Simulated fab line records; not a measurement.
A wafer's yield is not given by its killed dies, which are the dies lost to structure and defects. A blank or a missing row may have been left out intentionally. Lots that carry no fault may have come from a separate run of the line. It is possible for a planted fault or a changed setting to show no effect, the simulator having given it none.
fab line records	flow nand-harc
[record] lots = 24	wafers = 72	last-day = 33
route steps=1302 shown P_M0@267 P_M1@298 P_M2@328
lots with no fault: from the same line, run without faults
start-h: hours from the record's first day to the start of the lot's first wafer shown	wait-h: how many hours have passed since the lot's step before this one	" as in the row above	L1.1+2: a row that stands for several wafers	- no value present, or no start provided	* or withheld: withheld	< > ~ a bound
route shown NAME@n: a module of which the file shows steps, and the number in the route of the first	usual: mean and standard deviation over wafers with no fault	same: alike in all rows	chamber/n: place in a boat	sites: the reading at each site	_std_site: the values' standard deviation	_edge_site: inner sites' mean taken away from outer sites' mean	radius-mm: how far each site lies from the wafer's centre	mask NAME#n: copy n	behind: the tool/chamber that last shaped the wafer	hold: why the lot was held/for how many hours/how that ended	device: names the non-switching transistor (n, p or np)	end of line: at the end of the route, the tests of the same wafers	where a step has no rows: the recipe by itself	killed: not the wafer's yield, but the dies lost to structure and defects at the first sort	map: shows each die of a wafer: x if killed, . if not, _ if none is there
set.NAME: the setting the step ran with; set.NAME@STEP: the setting that earlier step ran with	model.NAME: the simulator's own value behind a step, which no gauge read
route steps across a sampled set of lots; one table per step, one row per wafer
services: a tool's chamber out of use, with start hour (start-h, from the record's first day; less than 0 if before it), hours out, and reason
[[steps]]
[step NHARC_P_M0_ETCH_34]
[recipe] target-depth-a = 400	overetch-a = 120	time-s = 43.94	ion-energy-ev = 200	n2-flow-sccm = 150	h2-flow-sccm = 150	ar-flow-sccm = 0	rf-w = 400	bias-w = 150	chemistry = N2/H2
[usual] drypump-motor-current-A = 5.8/0.31	oes-product-au = 0.992/0.014	rf-vpp-V = 429/3.4	showerhead-plenum-p-Torr = 2.00/0.12	throttle-valve-pct = 14.171/0.0085
lot.wafer	tool	chamber	start-h	wait-h	drypump-motor-current-A	oes-product-au	rf-hours-counter-h	rf-vpp-V	showerhead-plenum-p-Torr	throttle-valve-pct
L074.4	rie-diel-02	1	131.88	0.1	5.7	0.998	13	427	1.92	14.163
L074.1	"	2	"	"	5.8	1.007	12	427	1.91	14.167
L074.6	"	0	"	"	6.0	0.985	-	434	2.19	14.169
L075.1	rie-diel-02	3	132.84	0.1	5.9	0.981	10	426	1.93	14.180
L075.2	"	0	"	"	6.0	0.977	10	435	2.19	14.153
L075.5	"	3	"	"	5.9	0.987	-	428	1.93	14.173
L076.2	rie-diel-02	0	151.11	0.1	6.0	0.979	12	434	2.19	14.172
L076.1	"	1	"	"	5.7	0.985	17	428	1.92	14.154
L076.3	"	3	"	"	5.9	0.973	13	428	1.93	14.166
L078.2	rie-diel-02	3	164.43	0.1	5.9	0.968	15	428	1.93	14.172
L078.5	"	0	"	"	6.0	0.985	-	435	2.18	14.174
L078.6	"	3	"	"	5.8	0.979	-	427	1.93	14.177
L077.1	rie-diel-02	3	164.60	0.1	5.9	0.976	15	426	1.93	14.169
L077.2	"	0	"	"	6.0	0.991	15	435	2.18	14.165
L077.5	"	3	"	"	5.9	0.965	-	428	1.93	14.166
L079.1	rie-diel-02	1	177.28	0.1	5.7	0.986	20	426	1.92	14.175
L079.6	"	2	"	"	5.8	0.989	-	426	1.91	14.155
L079.5	"	1	"	"	5.7	0.984	-	428	1.92	14.162
L081.2	rie-diel-01	0	190.24	0.1	5.1	1.008	53	431	2.04	14.158
L081.3	"	2	"	"	5.7	1.011	51	429	1.98	14.162
L081.6	"	0	"	"	5.1	1.013	-	431	2.04	14.175
L080.3	rie-diel-06	3	192.65	0.1	6.0	0.990	18	431	2.12	14.152
L080.6	"	3	"	"	6.0	0.991	-	432	2.12	14.174
L080.4	"	2	"	"	5.2	0.983	-	427	1.90	14.168
L082.1	rie-diel-02	0	206.02	0.1	6.0	0.978	20	434	2.18	14.171
L082.2	"	2	"	"	5.8	1.013	21	426	1.91	14.169
L082.6	"	0	"	"	6.0	0.976	-	434	2.18	14.164
L083.2	rie-diel-06	1	212.85	0.7	6.8	0.988	26	435	2.21	14.182
L083.1	"	3	"	"	6.0	0.989	27	433	2.12	14.181
L083.6	"	1	"	"	6.8	1.000	-	436	2.21	14.176
L084.4	rie-diel-02	2	230.71	0.1	5.8	1.005	1	427	1.90	14.174
L084.3	"	1	"	"	5.7	1.018	1	425	1.92	14.182
L084.5	"	3	"	"	5.8	0.974	-	427	1.92	14.177
L085.2	rie-diel-02	1	237.25	0.1	5.7	1.034	1	426	1.92	14.166
L085.4	"	3	"	"	5.9	0.986	2	427	1.92	14.165
L085.6	"	1	"	"	5.7	1.024	-	425	1.92	14.160
L086.3	rie-diel-02	0	237.67	0.1	6.0	0.983	1	434	2.18	14.182
L086.4	"	2	"	"	5.8	1.002	2	427	1.90	14.178
L086.6	"	3	"	"	5.9	0.985	-	430	1.92	14.171
L087.4	rie-diel-02	2	263.75	0.1	5.8	1.003	5	425	1.90	14.167
L087.3	"	3	"	"	5.9	0.984	6	427	1.92	14.180
L087.1	"	1	"	"	5.7	1.011	5	427	1.92	14.171
L088.1	rie-diel-02	0	264.79	0.1	6.0	1.002	6	435	2.18	14.159
L088.4	"	2	"	"	5.8	1.007	5	427	1.90	14.175
L088.3	"	3	"	"	5.8	0.987	6	427	1.92	14.166
L089.1	rie-diel-02	0	268.93	0.1	6.0	0.995	6	435	2.18	14.161
L089.4	"	1	"	"	5.7	1.010	6	428	1.92	14.171
L089.3	"	2	"	"	5.8	1.005	5	425	1.90	14.176
L090.4	rie-diel-06	0	284.99	0.1	5.8	0.992	52	433	2.12	14.181
L090.3	"	1	"	"	6.8	0.984	51	436	2.20	14.178
L090.1	"	2	"	"	5.3	0.990	49	424	1.89	14.174
L091.3	rie-diel-02	0	294.90	0.1	6.0	0.983	9	434	2.18	14.166
L091.5	"	3	"	"	5.9	0.971	-	428	1.92	14.174
L091.6	"	0	"	"	6.0	0.983	-	433	2.18	14.162
L092.1	rie-diel-01	2	315.81	0.1	5.7	1.000	37	426	1.96	14.175
L092.2	"	1	"	"	6.4	0.969	34	433	2.11	14.171
L092.5	"	3	"	"	5.2	1.009	-	428	1.94	14.182
L093.4	rie-diel-02	3	320.10	0.1	5.9	0.982	12	427	1.92	14.172
L093.1	"	1	"	"	5.7	1.017	11	427	1.91	14.171
L093.6	"	0	"	"	6.0	1.001	-	434	2.18	14.173
L094.2	rie-diel-02	2	323.55	0.1	5.8	1.008	11	426	1.90	14.182
L094.1	"	1	"	"	5.7	1.023	11	428	1.91	14.174
L094.5	"	2	"	"	5.8	1.009	-	426	1.90	14.158
L095.1	rie-diel-01	3	338.79	0.1	5.2	0.999	40	428	1.93	14.167
L095.4	"	0	"	"	5.0	0.987	42	431	2.02	14.169
L095.5	"	2	"	"	5.7	1.009	-	428	1.96	14.163
L096.3	rie-diel-02	2	343.12	0.1	5.8	0.984	17	427	1.90	14.175
L096.2	"	1	"	"	5.7	1.008	17	427	1.91	14.161
L096.4	"	2	"	"	5.8	0.994	-	427	1.90	14.171
L097.3	rie-diel-02	2	347.63	0.1	5.8	1.003	18	427	1.90	14.174
L097.1	"	1	"	"	5.7	1.016	18	428	1.91	14.176
L097.6	"	3	"	"	5.9	0.987	-	426	1.92	14.179
[step NHARC_P_M1_DESCUM_14]
[recipe] time-s = 3	o2-flow-sccm = 200	ar-flow-sccm = 0	bias-power-w = 0	chemistry = O2
[usual] drypump-motor-current-A = 5.9/0.35	oes-product-au = 1.003/0.013	rf-vpp-V = 57.9/0.85	showerhead-plenum-p-Torr = 1.94/0.07	throttle-valve-pct = 11.310/0.0091
lot.wafer	tool	chamber	start-h	wait-h	drypump-motor-current-A	oes-product-au	rf-hours-counter-h	rf-vpp-V	showerhead-plenum-p-Torr	throttle-valve-pct
L074.4	rie-diel-03	0	135.73	0.1	5.7	1.021	1.3	58.0	1.98	11.305
L074.1	"	2	"	"	6.6	1.005	1.1	56.4	1.92	11.318
L074.6	"	0	"	"	5.7	1.016	-	58.9	1.98	11.314
L075.2	rie-diel-10	3	136.98	0.1	5.7	1.026	4.4	56.4	2.02	11.323
L075.1	"	2	"	"	5.9	1.000	3.6	56.3	1.89	11.312
L075.5	"	3	"	"	5.8	1.025	-	59.4	2.02	11.314
L076.2	rie-diel-10	0	155.36	0.1	6.2	0.994	5.6	56.9	1.85	11.314
L076.1	"	1	"	"	5.4	1.005	5.2	58.1	2.05	11.312
L076.3	"	2	"	"	6.0	0.998	4.6	58.0	1.89	11.312
L078.2	rie-diel-03	2	168.34	0.1	6.6	1.011	3.2	57.6	1.92	11.310
L078.6	"	1	"	"	5.9	0.998	-	57.9	1.87	11.322
L078.5	"	2	"	"	6.6	1.001	-	57.4	1.92	11.322
L077.1	rie-diel-03	1	168.65	0.1	5.9	0.991	3.2	57.1	1.87	11.316
L077.2	"	3	"	"	5.4	1.007	3.5	59.2	1.98	11.298
L077.5	"	1	"	"	5.9	0.995	-	59.0	1.87	11.310
L079.1	rie-diel-10	2	181.19	0.1	5.9	0.995	6.7	58.6	1.89	11.310
L079.6	"	1	"	"	5.4	1.011	-	58.1	2.04	11.317
L079.5	"	2	"	"	5.9	0.999	-	58.6	1.89	11.324
L081.3	rie-diel-03	1	194.46	0.1	5.9	0.994	5.9	57.0	1.87	11.305
L081.2	"	2	"	"	6.6	1.003	5.8	58.0	1.92	11.309
L081.6	"	1	"	"	5.9	0.993	-	57.1	1.87	11.304
L080.3	rie-diel-03	0	196.60	0.1	5.7	1.011	6.1	57.6	1.98	11.313
L080.4	"	1	"	"	5.9	1.002	6.0	56.1	1.87	11.286
L080.6	"	0	"	"	5.7	1.027	-	56.8	1.98	11.298
L082.1	rie-diel-10	1	209.99	0.1	5.4	0.997	8.3	60.2	2.04	11.324
L082.2	"	3	"	"	5.8	1.011	8.9	58.7	2.02	11.312
L082.6	"	0	"	"	6.2	0.977	-	56.9	1.85	11.298
L083.2	rie-diel-03	1	216.89	0.1	5.9	1.000	6.9	58.0	1.87	11.324
L083.1	"	2	"	"	6.6	0.990	6.7	57.6	1.92	11.303
L083.6	"	0	"	"	5.7	1.001	-	57.6	1.98	11.307
L084.4	rie-diel-10	0	234.79	0.1	6.1	1.008	9.7	58.2	1.85	11.313
L084.3	"	1	"	"	5.4	0.998	9.7	57.2	2.04	11.301
L084.5	"	3	"	"	5.8	1.023	-	58.6	2.02	11.298
L085.2	rie-diel-10	0	241.14	0.1	6.2	0.997	9.8	56.8	1.85	11.307
L085.4	"	1	"	"	5.4	0.998	9.7	57.5	2.04	11.312
L085.6	"	3	"	"	5.8	1.025	-	57.8	2.02	11.314
L086.4	rie-diel-10	2	241.70	0.1	5.9	0.988	10.0	58.2	1.89	11.312
L086.3	"	3	"	"	5.8	1.019	10.5	58.7	2.02	11.319
L086.6	"	3	"	"	5.8	1.017	-	59.0	2.02	11.309
L087.4	rie-diel-03	1	267.82	0.1	5.9	0.994	11.4	57.1	1.87	11.326
L087.3	"	2	"	"	6.6	1.001	11.7	58.0	1.92	11.314
L087.1	"	0	"	"	5.7	1.008	12.0	60.4	1.98	11.297
L088.1	rie-diel-03	1	268.75	0.1	6.0	1.002	11.5	57.5	1.87	11.294
L088.3	"	3	"	"	5.4	1.008	12.5	58.8	1.98	11.310
L088.4	"	0	"	"	5.7	1.012	12.2	57.1	1.98	11.305
L089.3	rie-diel-10	0	273.21	0.1	6.2	1.009	1.9	57.8	1.85	11.297
L089.1	"	1	"	"	5.4	1.024	2.3	57.7	2.04	11.308
L089.4	"	2	"	"	5.9	1.019	1.8	57.9	1.89	11.304
L090.4	rie-diel-10	1	288.83	0.1	5.4	1.016	3.6	58.4	2.04	11.307
L090.3	"	2	"	"	5.9	0.998	3.4	57.9	1.89	11.301
L090.1	"	3	"	"	5.8	1.000	2.5	59.6	2.02	11.318
L091.3	rie-diel-10	2	298.82	0.1	5.9	0.999	4.4	56.1	1.89	11.310
L091.5	"	1	"	"	5.4	1.005	-	58.3	2.04	11.315
L091.6	"	2	"	"	5.9	1.003	-	58.2	1.89	11.312
L092.1	rie-diel-10	0	319.80	0.1	6.2	0.994	5.5	56.3	1.85	11.317
L092.2	"	2	"	"	5.9	1.006	4.5	56.7	1.89	11.325
L092.5	"	0	"	"	6.1	0.986	-	57.6	1.85	11.299
L093.1	rie-diel-10	0	324.04	0.1	6.2	1.005	5.6	57.7	1.85	11.321
L093.4	"	1	"	"	5.4	1.009	6.0	58.1	2.04	11.300
L093.6	"	0	"	"	6.2	0.994	-	57.4	1.85	11.298
L094.2	rie-diel-03	2	327.58	0.1	6.6	1.007	2.5	57.6	1.92	11.316
L094.1	"	0	"	"	5.7	1.008	3.2	56.8	1.97	11.320
L094.5	"	2	"	"	6.6	1.005	-	59.7	1.92	11.311
L095.4	rie-diel-10	2	342.70	0.1	5.9	1.005	5.9	57.8	1.89	11.312
L095.1	"	1	"	"	5.4	1.002	7.5	57.8	2.04	11.312
L095.5	"	3	"	"	5.8	0.986	-	58.3	2.02	11.314
L096.3	rie-diel-10	3	347.31	0.1	5.8	0.991	6.3	58.1	2.01	11.315
L096.2	"	0	"	"	6.1	1.000	7.1	57.1	1.85	11.311
L096.4	"	2	"	"	5.9	1.000	6.2	56.6	1.89	11.303
L097.1	rie-diel-03	0	351.61	0.1	5.7	1.029	5.7	57.1	1.97	11.312
L097.3	"	1	"	"	5.9	1.014	6.0	57.0	1.86	11.314
L097.6	"	0	"	"	5.7	1.030	-	58.2	1.97	11.310
[step NHARC_P_M1_DEGAS_29]
[recipe] temp-c = 250	time-s = 60
[usual] heater-power-w = 323/29
lot.wafer	tool	chamber	start-h	wait-h	heater-power-w
L074.1	pvd-sputter-01	-	136.76	-	329
L074.4	"	-	"	"	391
L074.6	"	-	"	"	320
L075.2	pvd-sputter-03	-	138.43	-	291
L075.1	"	-	"	"	309
L075.5	"	-	"	"	371
L076.1	pvd-sputter-01	-	156.37	-	306
L076.3	"	-	"	"	319
L076.2	"	-	"	"	320
L078.2	pvd-sputter-01	-	169.38	-	303
L078.6	"	-	"	"	316
L078.5	"	-	"	"	313
L077.2	pvd-sputter-01	-	170.00	-	380
L077.1	"	-	"	"	321
L077.5	"	-	"	"	323
L079.1	pvd-sputter-03	-	182.24	-	309
L079.6	"	-	"	"	287
L079.5	"	-	"	"	305
L081.3	pvd-sputter-02	-	195.49	-	323
L081.2	"	-	"	"	365
L081.6	"	-	"	"	293
L080.4	pvd-sputter-01	-	197.66	-	319
L080.3	"	-	"	"	317
L080.6	"	-	"	"	309
L082.1	pvd-sputter-02	-	211.00	-	322
L082.2	"	-	"	"	332
L082.6	"	-	"	"	319
L083.1	pvd-sputter-03	-	217.91	-	298
L083.2	"	-	"	"	307
L083.6	"	-	"	"	288
L084.4	pvd-sputter-03	-	235.82	-	307
L084.3	"	-	"	"	363
L084.5	"	-	"	"	283
L085.2	pvd-sputter-01	-	242.15	-	320
L085.4	"	-	"	"	321
L085.6	"	-	"	"	382
L086.3	pvd-sputter-03	-	242.73	-	282
L086.4	"	-	"	"	304
L086.6	"	-	"	"	302
L087.4	pvd-sputter-02	-	268.84	-	321
L087.3	"	-	"	"	297
L087.1	"	-	"	"	330
L088.3	pvd-sputter-02	-	269.77	-	364
L088.4	"	-	"	"	326
L088.1	"	-	"	"	309
L089.3	pvd-sputter-02	-	274.29	-	307
L089.4	"	-	"	"	326
L089.1	"	-	"	"	323
L090.1	pvd-sputter-03	-	289.84	-	364
L090.4	"	-	"	"	304
L090.3	"	-	"	"	308
L091.3	pvd-sputter-01	-	299.86	-	303
L091.6	"	-	"	"	322
L091.5	"	-	"	"	318
L092.2	pvd-sputter-01	-	320.81	-	314
L092.1	"	-	"	"	314
L092.5	"	-	"	"	319
L093.1	pvd-sputter-01	-	325.06	-	313
L093.4	"	-	"	"	311
L093.6	"	-	"	"	381
L094.2	pvd-sputter-03	-	328.59	-	358
L094.1	"	-	"	"	317
L094.5	"	-	"	"	285
L095.1	pvd-sputter-03	-	343.73	-	306
L095.4	"	-	"	"	280
L095.5	"	-	"	"	301
L096.4	pvd-sputter-01	-	348.33	-	311
L096.2	"	-	"	"	320
L096.3	"	-	"	"	376
L097.1	pvd-sputter-01	-	352.66	-	374
L097.3	"	-	"	"	301
L097.6	"	-	"	"	321
[step NHARC_P_M1_ANNEAL_31]
[recipe] temp-c = 225	time-s = 90
[usual] wafer_temp_C_max = 226.20/0.28
lot.wafer	tool	chamber	start-h	wait-h	wafer_temp_C_max
L074.1	rtp-anneal-01	0	137.48	0.3	225.84
L074.4	"	0	"	"	226.16
L074.6	"	0	"	"	226.10
L075.1	rtp-anneal-01	0	139.19	0.3	226.02
L075.2	"	0	"	"	226.21
L075.5	"	0	"	"	225.92
L076.1	rtp-anneal-02	0	157.11	0.3	226.32
L076.2	"	0	"	"	226.12
L076.3	"	0	"	"	226.32
L078.2	rtp-anneal-01	0	170.14	-	225.95
L078.5	"	0	"	"	225.99
L078.6	"	0	"	"	226.24
L077.1	rtp-anneal-01	0	170.90	0.4	226.16
L077.2	"	0	"	"	225.94
L077.5	"	0	"	"	226.33
L079.1	rtp-anneal-01	0	183.00	-	226.21
L079.5	"	0	"	"	225.86
L079.6	"	0	"	"	226.17
L081.2	rtp-anneal-01	0	196.27	0.4	225.98
L081.3	"	0	"	"	226.14
L081.6	"	0	"	"	226.25
L080.3	rtp-anneal-02	0	198.51	0.3	226.66
L080.4	"	0	"	"	225.94
L080.6	"	0	"	"	226.08
L082.1	rtp-anneal-02	0	211.74	-	226.17
L082.2	"	0	"	"	226.16
L082.6	"	0	"	"	226.53
L083.1	rtp-anneal-02	0	218.65	-	226.20
L083.2	"	0	"	"	226.21
L083.6	"	0	"	"	226.44
L084.3	rtp-anneal-02	0	236.65	0.3	226.57
L084.4	"	0	"	"	226.16
L084.5	"	0	"	"	226.19
L085.2	rtp-anneal-01	0	242.94	0.4	226.09
L085.4	"	0	"	"	226.01
L085.6	"	0	"	"	226.21
L086.3	rtp-anneal-02	0	243.60	-	226.58
L086.4	"	0	"	"	226.12
L086.6	"	0	"	"	226.39
L087.1	rtp-anneal-01	0	269.57	-	226.17
L087.3	"	0	"	"	226.02
L087.4	"	0	"	"	225.68
L088.1	rtp-anneal-02	0	270.70	-	226.78
L088.3	"	0	"	"	226.69
L088.4	"	0	"	"	226.65
L089.1	rtp-anneal-01	0	275.26	0.3	226.57
L089.3	"	0	"	"	226.01
L089.4	"	0	"	"	226.03
L090.1	rtp-anneal-01	0	290.58	-	226.14
L090.3	"	0	"	"	226.43
L090.4	"	0	"	"	225.89
L091.3	rtp-anneal-01	0	300.68	0.3	225.95
L091.5	"	0	"	"	225.74
L091.6	"	0	"	"	225.87
L092.1	rtp-anneal-02	0	321.56	0.3	226.18
L092.2	"	0	"	"	226.23
L092.5	"	0	"	"	226.14
L093.1	rtp-anneal-01	0	325.80	-	225.85
L093.4	"	0	"	"	225.96
L093.6	"	0	"	"	225.85
L094.1	rtp-anneal-02	0	329.33	-	225.95
L094.2	"	0	"	"	226.61
L094.5	"	0	"	"	226.62
L095.1	rtp-anneal-02	0	344.46	0.3	226.48
L095.4	"	0	"	"	226.69
L095.5	"	0	"	"	226.36
L096.2	rtp-anneal-02	0	349.23	0.5	226.58
L096.3	"	0	"	"	226.36
L096.4	"	0	"	"	226.31
L097.1	rtp-anneal-02	0	353.44	-	225.98
L097.3	"	0	"	"	225.85
L097.6	"	0	"	"	226.02
[step NHARC_P_M1_CMP_23]
[recipe] t-overpolish-s = 20	target-thk-nm = 157.82
[usual] motor-current-A = 12.0/0.65	time-to-endpoint-s = 29/3.2
lot.wafer	tool	chamber	start-h	wait-h	motor-current-A	time-to-endpoint-s
L074.4	cmp-04	0	137.88	-	12.4	26
L074.1	"	1	"	"	13.5	31
L074.6	"	3	"	"	11.9	31
L075.2	cmp-01	1	139.57	-	11.8	33
L075.1	"	2	"	"	11.9	27
L075.5	"	0	"	"	11.8	24
L076.3	cmp-04	1	157.47	-	12.4	30
L076.1	"	2	"	"	12.5	29
L076.2	"	3	"	"	12.5	34
L078.2	cmp-01	1	170.43	-	11.7	32
L078.5	"	1	"	"	12.2	33
L078.6	"	2	"	"	12.1	27
L077.2	cmp-01	0	171.23	-	11.7	24
L077.1	"	3	"	"	11.9	26
L077.5	"	0	"	"	11.0	21
L079.1	cmp-02	0	183.43	-	11.5	32
L079.6	"	1	"	"	12.8	29
L079.5	"	2	"	"	10.8	32
L081.2	cmp-02	1	196.56	-	12.2	30
L081.3	"	3	"	"	12.0	31
L081.6	"	2	"	"	11.0	37
L080.4	cmp-01	0	198.81	-	11.7	25
L080.3	"	1	"	"	12.2	33
L080.6	"	2	"	"	11.9	29
L082.1	cmp-02	3	212.07	-	12.1	32
L082.2	"	1	"	"	12.8	26
L082.6	"	3	"	"	12.0	31
L083.2	cmp-02	0	219.06	-	11.3	33
L083.1	"	1	"	"	11.9	27
L083.6	"	3	"	"	12.6	33
L084.4	cmp-04	2	236.95	-	11.7	26
L084.3	"	3	"	"	11.9	31
L084.5	"	1	"	"	13.1	29
L085.4	cmp-04	2	243.26	-	12.2	30
L085.2	"	0	"	"	12.2	31
L085.6	"	2	"	"	12.4	29
L086.3	cmp-01	1	243.87	-	12.6	32
L086.4	"	2	"	"	12.1	25
L086.6	"	0	"	"	11.5	24
L087.4	cmp-04	3	269.91	-	11.8	28
L087.1	"	0	"	"	12.8	26
L087.3	"	1	"	"	12.5	27
L088.3	cmp-01	0	271.05	-	11.5	26
L088.1	"	1	"	"	11.9	33
L088.4	"	3	"	"	12.1	28
L089.3	cmp-02	0	275.60	-	12.0	28
L089.4	"	2	"	"	11.2	32
L089.1	"	3	"	"	12.5	27
L090.1	cmp-02	0	290.93	-	11.9	32
L090.4	"	1	"	"	13.0	28
L090.3	"	2	"	"	10.8	33
L091.3	cmp-04	1	301.01	-	13.5	30
L091.6	"	2	"	"	12.2	25
L091.5	"	3	"	"	12.1	28
L092.1	cmp-02	2	321.91	-	11.3	29
L092.2	"	0	"	"	11.2	28
L092.5	"	3	"	"	12.0	28
L093.4	cmp-02	0	326.19	-	11.3	29
L093.1	"	1	"	"	13.2	25
L093.6	"	3	"	"	12.0	29
L094.1	cmp-01	0	329.68	-	11.3	23
L094.2	"	2	"	"	12.1	25
L094.5	"	1	"	"	12.0	28
L095.1	cmp-02	2	344.83	-	10.8	32
L095.4	"	3	"	"	12.2	28
L095.5	"	2	"	"	11.4	34
L096.4	cmp-02	2	349.52	-	10.7	32
L096.2	"	0	"	"	11.7	30
L096.3	"	1	"	"	12.1	27
L097.3	cmp-02	2	353.79	-	11.2	33
L097.1	"	1	"	"	12.8	27
L097.6	"	3	"	"	12.0	28
[step NHARC_P_M2_CD_MEAS_09]
[recipe] target-cd-nm = 170	landing-energy-ev = 500
[usual] cd-nm = 170.2/0.75
lot.wafer	tool	chamber	start-h	wait-h	cd-nm
L074.1	cd-sem-03	0	139.70	-	170.0
L074.4	"	0	"	"	171.3
L074.6	"	0	"	"	170.3
L075.1	cd-sem-02	0	141.26	-	171.1
L075.2	"	0	"	"	170.8
L075.5	"	0	"	"	171.2
L076.1	cd-sem-01	0	159.31	-	171.4
L076.2	"	0	"	"	171.5
L076.3	"	0	"	"	170.3
L078.2	cd-sem-01	0	172.30	-	170.7
L078.5	"	0	"	"	170.2
L078.6	"	0	"	"	169.9
L077.1	cd-sem-01	0	172.99	-	170.1
L077.2	"	0	"	"	169.6
L077.5	"	0	"	"	169.7
L079.1	cd-sem-02	0	185.27	-	170.1
L079.5	"	0	"	"	169.5
L079.6	"	0	"	"	170.4
L081.2	cd-sem-01	0	198.31	-	168.0
L081.3	"	0	"	"	169.6
L081.6	"	0	"	"	169.4
L080.3	cd-sem-01	0	200.63	-	170.1
L080.4	"	0	"	"	171.0
L080.6	"	0	"	"	169.5
L082.1	cd-sem-03	0	213.94	-	170.2
L082.2	"	0	"	"	170.3
L082.6	"	0	"	"	171.0
L083.1	cd-sem-03	0	220.90	-	170.7
L083.2	"	0	"	"	169.1
L083.6	"	0	"	"	170.4
L084.3	cd-sem-02	0	238.73	-	169.1
L084.4	"	0	"	"	169.2
L084.5	"	0	"	"	170.1
L085.2	cd-sem-01	0	245.11	-	170.7
L085.4	"	0	"	"	170.3
L085.6	"	0	"	"	170.5
L086.3	cd-sem-03	0	245.73	-	170.5
L086.4	"	0	"	"	171.8
L086.6	"	0	"	"	170.8
L087.1	cd-sem-02	0	271.98	-	171.0
L087.3	"	0	"	"	171.9
L087.4	"	0	"	"	171.1
L088.1	cd-sem-03	0	273.06	-	170.3
L088.3	"	0	"	"	169.2
L088.4	"	0	"	"	168.6
L089.1	cd-sem-03	0	277.50	-	170.3
L089.3	"	0	"	"	169.5
L089.4	"	0	"	"	169.7
L090.1	cd-sem-03	0	292.67	-	170.0
L090.3	"	0	"	"	169.9
L090.4	"	0	"	"	168.9
L091.3	cd-sem-02	0	302.80	-	170.7
L091.5	"	0	"	"	170.7
L091.6	"	0	"	"	170.0
L092.1	cd-sem-02	0	323.77	-	169.9
L092.2	"	0	"	"	170.7
L092.5	"	0	"	"	170.3
L093.1	cd-sem-01	0	327.97	-	169.1
L093.4	"	0	"	"	170.9
L093.6	"	0	"	"	170.0
L094.1	cd-sem-01	0	331.54	-	170.3
L094.2	"	0	"	"	170.3
L094.5	"	0	"	"	169.4
L095.1	cd-sem-02	0	346.83	-	169.7
L095.4	"	0	"	"	170.2
L095.5	"	0	"	"	169.4
L096.2	cd-sem-02	0	351.25	-	170.0
L096.3	"	0	"	"	169.7
L096.4	"	0	"	"	169.9
L097.1	cd-sem-03	0	355.55	-	170.8
L097.3	"	0	"	"	169.4
L097.6	"	0	"	"	171.3
[[services]]
tool	chamber	start-h	hours	kind
pvd-sputter-03	-	112.36	5.6	repair
rie-diel-10	2	127.95	7.4	repair
cmp-02	-	136.05	4.0	pm
rie-diel-02	2	147.35	5.7	repair
rie-diel-02	1	160.37	4.2	repair
pvd-sputter-03	-	170.08	10.0	pm
rie-diel-02	3	174.88	22.7	repair
cmp-01	-	185.66	4.0	pm
rie-diel-02	1	207.72	5.3	repair
pvd-sputter-01	-	212.40	9.8	repair
rie-diel-02	-	217.25	9.0	pm
pvd-sputter-01	-	226.00	10.0	pm
cmp-02	-	234.05	4.0	pm
cmp-01	-	235.56	0.8	repair
rie-diel-10	-	242.50	9.0	pm
cmp-02	-	262.00	1.5	repair
rie-diel-03	-	281.42	9.0	pm
cmp-01	-	283.66	4.0	pm
cmp-02	-	287.80	0.8	repair
pvd-sputter-03	-	297.75	0.8	repair
rie-diel-10	2	299.56	14.1	repair
cmp-02	-	332.05	4.0	pm
rie-diel-02	0	341.70	4.9	repair
pvd-sputter-03	-	348.08	10.0	pm
[[key]]
fault none
